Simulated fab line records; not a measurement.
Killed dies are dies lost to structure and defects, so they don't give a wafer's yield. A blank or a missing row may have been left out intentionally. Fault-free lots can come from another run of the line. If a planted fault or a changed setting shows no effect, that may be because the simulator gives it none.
A struck lot beside a sound one :: flow nand_harc :: 15 out of 1302 route steps
Sound: these wafers, L674.2, L674.3, L674.4. Struck: wafer L668.5 (left out: L668.2, L668.6 of the same lot, which were not struck); the cause appears at the end.
Per side, at each step with rows, come the tool, then ch with its chambers, and then its first start. Under that, the readings that differ: sound wafers :: struck wafers :: difference of the means :: sigmas: that difference in standard deviations of wafers without a fault.
alike: readings with means less than 2 such deviations apart, plus words and numbers identical on both sides. not compared: withheld readings, readings lacking a value on some wafer, bounds such as >300 that could conceal the same value, and numbers that have no deviation in the record and whose values overlap.
Wherever a step has rows on one side only, a row that says differs or no value, or a row with sigmas, the two part there. When numbers do not overlap yet have no deviation, they are printed without sigmas and do not part them. A reading missing from all wafers of one side parts the sides only when that side holds two or more wafers.

NHARC_A_DECK1_JOINT_ETCHBACK_00: etches the open film in HBr, target depth 30 nm, time 17.4 s.
  sound on rie_si-01 ch 0,2,3, day 18 22:23; struck on rie_si-05 ch 1, day 17 11:43
reading: oes_product_au (a.u.)
sound: 1.014 1.004 1.004
struck: 0.968
difference: -0.039
sigmas: -3
  alike: drypump_motor_current_A, throttle_valve_pct
  not compared: rf_hours_counter_h
then, 8 steps without rows for these wafers: NHARC_A_DECK1_JOINT_PRECLEAN_30 (cleans in SC1); NHARC_A_DECK1_JOINT_SRD_31; NHARC_A_DECK1_JOINT_CVD_34 (deposits SiNx, target thk 20 nm); NHARC_A_DECK1_JOINT_DEP_06 (deposits SiOx, target thk 80 nm); NHARC_A_DECK1_JOINT_CURE_26 (time 32 s); NHARC_A_DECK1_JOINT_ANNEAL_27 (time 3600 s); NHARC_A_DECK1_JOINT_ANNEAL_28 (time 1800 s); NHARC_A_DECK1_JOINT_ANNEAL_29 (time 1800 s).
NHARC_A_DECK1_JOINT_CMP_02: polishes SiOx.
  sound on cmp-04 ch 0,2,3, day 19 21:32; struck on cmp-01 ch 1, day 18 07:32
  alike: motor_current_A
then, 1 step without rows for these wafers: NHARC_A_DECK1_JOINT_SRD_15.
NHARC_A_DECK1_JOINT_DEP_16: deposits SiO2, target thk 45 nm.
  sound on pecvd-01 ch 0,1,2, day 19 21:55; struck on pecvd-03 ch 2, day 18 07:51
reading: mfc_precursor_sccm (sccm)
sound: 161.8 160.7 162.1
struck: 233.5
difference: +72.0
sigmas: +99 or more
  alike: heater_power_w, susceptor_temp_C, throttle_valve_pct
NHARC_A_DECK1_JOINT_THK_MEAS_17: measures by ellipsometry.
  struck on film_metro-02, day 18 08:08; sound on film_metro-02, day 19 22:11
reading: thk_nm (nm)
sound: 43.3 46.4 46.2
struck: 64.7
difference: +19.4
sigmas: +16
NHARC_A_DECK1_JOINT_INSPECT_05:
  struck on defect_inspect-01, day 18 08:10; sound on defect_inspect-01, day 19 22:14
  alike: raw_defect_count
then, 1 step without rows for these wafers: NHARC_END_SORT_01.

== WHERE THEY PART ==
Earliest at NHARC_A_DECK1_JOINT_ETCHBACK_00; latest, in this record, at NHARC_A_DECK1_JOINT_THK_MEAS_17. Later steps at which nothing parts them and some readings are alike: NHARC_A_DECK1_JOINT_INSPECT_05.

WHY: what the simulator had put in
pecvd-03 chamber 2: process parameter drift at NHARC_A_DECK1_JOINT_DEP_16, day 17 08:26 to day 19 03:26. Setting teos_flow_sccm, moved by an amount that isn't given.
